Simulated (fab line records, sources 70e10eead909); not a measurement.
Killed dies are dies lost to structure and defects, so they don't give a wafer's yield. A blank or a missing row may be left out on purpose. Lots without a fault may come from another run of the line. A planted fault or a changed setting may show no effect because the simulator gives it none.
A struck lot beside a sound one | flow nand_harc | 13 steps out of a route of 1159
Sound: wafers L541.2, L541.4, L541.6. Struck: wafers L529.1, L529.2, L529.6. The cause comes at the end.
At each step with rows: each side's tool, then ch and its chambers, then its first start. Under that, the readings that differ: sound wafers | struck wafers | difference of the means | sigmas: that difference in standard deviations of wafers without a fault.
alike: readings whose means differ by less than 2 such deviations, and words and numbers that are the same on both sides. not compared: withheld readings, readings that some wafer has no value for, bounds like >300 that may hide the same value, and numbers for which the record gives no deviation and whose values overlap.
The two part at a step that has a row with sigmas, a row that says differs or no value, or rows on one side only. Numbers that don't overlap but have no deviation are shown without sigmas and don't part them. A reading that every wafer of one side lacks parts them only if that side has two wafers or more.

first, 2 steps without rows for these wafers: NHARC_A_STAIRCASE_HARDBAKE_311 (time 140 s); NHARC_A_STAIRCASE_DESCUM_312 (chemistry O2, time 3 s).
NHARC_A_STAIRCASE_ETCH_313: etches the open film in CF4/CHF3.
  sound on rie_diel-08 ch 1,3, day 16 12:43; struck on rie_diel-06 ch 0,3, day 13 08:48
  reading                         | sound             | struck            | difference | sigmas
  oes_product_au (a.u.)           | 0.933 0.917 0.923 | 0.973 0.973 0.979 | +0.051     | +3
  showerhead_plenum_p_Torr (Torr) | 1.48 1.56 1.48    | 1.59 1.68 1.68    | +0.14      | +2
  alike: drypump_motor_current_A, rf_vpp_V, throttle_valve_pct
  not compared: rf_hours_counter_h
then, 2 steps without rows for these wafers: NHARC_A_STAIRCASE_HM_OPEN_463 (chemistry O2/COS); NHARC_A_STAIRCASE_STRIP_464 (strips in O2/COS).
NHARC_A_STAIRCASE_ETCH_453: etches the open film in CF4/O2, target depth 30 nm, overetch 3 nm, time 16.5 s.
  sound on rie_diel-08 ch 2,3; struck on rie_diel-06 ch 1,2,3
  reading               | sound             | struck            | difference | sigmas
  oes_product_au (a.u.) | 1.009 1.011 1.001 | 0.987 0.995 0.987 | -0.017     | -2
  alike: drypump_motor_current_A, oes_o_777_au, rf_vpp_V, showerhead_plenum_p_Torr, throttle_valve_pct
  not compared: rf_hours_counter_h
NHARC_A_STAIRCASE_ETCH_315: etches the open film in C4F8/O2/Ar, target depth 2500 nm, time 607.1 s.
  sound on rie_diel-08 ch 0,1,3; struck on rie_diel-06 ch 1,3
  alike: oes_product_au, rf_vpp_V
  not compared: rf_hours_counter_h
NHARC_A_STAIRCASE_STRIP_316: strips in O2.
  sound on rie_diel-08 ch 0,1,2; struck on rie_diel-06 ch 0,3
  reading      | sound          | struck         | difference | sigmas
  rf_vpp_V (V) | 57.5 56.7 55.9 | 58.9 59.5 58.3 | +2.2       | +2
  alike: drypump_motor_current_A, oes_product_au, showerhead_plenum_p_Torr, throttle_valve_pct
  not compared: rf_hours_counter_h
then, 3 steps without rows for these wafers: NHARC_A_STAIRCASE_STRIP_317 (strips in SPM, time 900 s); NHARC_A_STAIRCASE_PRECLEAN_318 (cleans in SC1); NHARC_A_STAIRCASE_SRD_329.
NHARC_A_STAIRCASE_ALD_415: deposits SiO2, target thk 30 nm, pulse time 6 s, ald cycles 300.
  sound on ald_hk-01 ch 0,1,2, day 16 15:07; struck on ald_hk-01 ch 0,1,2, day 13 11:36
  no value came back on the struck wafers for ald_cycles, heater_power_outer_w (W), heater_power_w (W), precursor_pulse_height_rel; on the sound wafers ald_cycles reads 300 300 300
NHARC_A_STAIRCASE_ETCHBACK_416: etches the open film in C4F8/O2/Ar, target depth 36 nm, time 7.2 s.
  sound on rie_diel-06 ch 0,1,3; struck on rie_diel-06 ch 1,2
  alike: oes_product_au, rf_vpp_V
  not compared: rf_hours_counter_h

WHERE THEY PART
First at NHARC_A_STAIRCASE_ETCH_313; last, within this record, at NHARC_A_STAIRCASE_ALD_415. Later steps at which nothing parts them and some readings are alike: NHARC_A_STAIRCASE_ETCHBACK_416.

WHY: what the simulator had put in
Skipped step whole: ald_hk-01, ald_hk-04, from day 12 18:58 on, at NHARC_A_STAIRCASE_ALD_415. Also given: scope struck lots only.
